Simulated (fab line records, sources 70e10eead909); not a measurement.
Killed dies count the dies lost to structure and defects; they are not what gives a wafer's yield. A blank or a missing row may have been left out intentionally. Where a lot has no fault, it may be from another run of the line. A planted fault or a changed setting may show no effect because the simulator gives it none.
8D (eight disciplines) problem report, filled in by code + flow nand_harc + the parts of the form that need people (team, actions taken, sign-off) are left out

== 1. WHAT IS WRONG ==
Mean of cd_nm at NHARC_P_M0_CD_MEAS_09: 97.4 nm across 6 wafers in 2 lots; on wafers with no fault it is 89.8 nm (standard deviation 0.44). That puts it +17 standard deviations away from the usual mean.
The step: target cd 90 nm.
Seen first at day 13 09:13 on cd_sem-02, wafer L121.2. Wafers with a number at this step in the record: 36, from 12 lots. Rule for "out" (also "out of limits"): further than 4 standard deviations from the usual mean. All remaining wafers that have a number are taken as sound.

== 2. WHAT THIS IS AND IS NOT ==
| question                    | is                     | is not                                                                                 |
|-----------------------------|------------------------|----------------------------------------------------------------------------------------|
| which readings at this step | cd_nm                  | -                                                                                      |
| which lots                  | L121, L122             | L104, L107, L108, L109, L111, L117, L123, L124, L125, L126                             |
| which wafers of those lots  | all that have a number | -                                                                                      |
| read on which gauges        | cd_sem-02              | cd_sem-01, cd_sem-03                                                                   |
| when                        | from day 13 09:13      | up to then (18 sound wafers); but 12 sound wafers of L123, L124, L125, L126 came after |

== 3. WHAT RULES OUT EACH SUSPECT ==
Counting: any tool at a process step up to the reading is kept as a suspect provided that every lot that is out went through it and no sound lot did after the first of them.
- the gauge at NHARC_P_M0_CD_MEAS_09 has been ruled out. All the wafers that are out were read on cd_sem-02, but those of them that NHARC_P_M0_PEB_07 has rows for are out there too, on other tools.
- litho_track-06 at NHARC_P_M0_PEB_07 (peb time 65 s): kept. It processed each lot that is out, first L121 at day 13 09:08, and no sound lot thereafter; up to then, the last sound lot it processed was L117 at day 12 01:04. Out on those wafers are its own readings of heater_power_total_W, plate_temp_C.
After counting, what remains is litho_track-06 at NHARC_P_M0_PEB_07.

== 4. THE CAUSE (what the simulator had put in) ==
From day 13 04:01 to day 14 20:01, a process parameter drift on litho_track-06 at NHARC_P_M0_PEB_07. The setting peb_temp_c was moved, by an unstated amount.
The count eliminated every tool but this one.

== 5. THE CHAIN OF EFFECTS, in route order ==
One row per reading whose mean, taken over the struck wafers that have a number, lies over 3 standard deviations from the usual. Scope: only readings with a usual standard deviation given in the record; hours: median across lots of the time from each lot's start at the first step in this table that gives one to its start at this step; sigmas: change in usual standard deviations.
| hours | step                  | reading              | usual   | on struck wafers | change | sigmas |
|-------|-----------------------|----------------------|---------|------------------|--------|--------|
| 0     | NHARC_P_M0_PEB_07     | heater_power_total_W | 156.6 W | 161.6            | +5.0   | +12    |
| 0     | NHARC_P_M0_PEB_07     | plate_temp_C         | 99.98 C | 102.42           | +2.44  | +19    |
| 0     | NHARC_P_M0_CD_MEAS_09 | cd_nm                | 89.8 nm | 97.4             | +7.6   | +17    |
The process steps in it:
- NHARC_P_M0_PEB_07: peb time 65 s.
Later steps that measure or inspect, where all struck wafers having a row at the step show a number for every such reading and not one has moved that far: NHARC_END_SORT_01.

== 6. WHAT WOULD HAVE CAUGHT IT SOONER ==
5 hours passed between the start of the fault at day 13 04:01 and the first reading out of limits at a measuring or inspecting step in this record, taken at day 13 09:13.
At NHARC_P_M0_PEB_07, the tool's own readings (heater_power_total_W, plate_temp_C) were out on each struck wafer the step has a row for, so an alarm limit on them would have fired on the first such wafer.
L122, from the lots that are out (2), started NHARC_P_M0_PEB_07 on litho_track-06 later than day 13 09:13. A tool hold placed at that time would have kept it from harm.
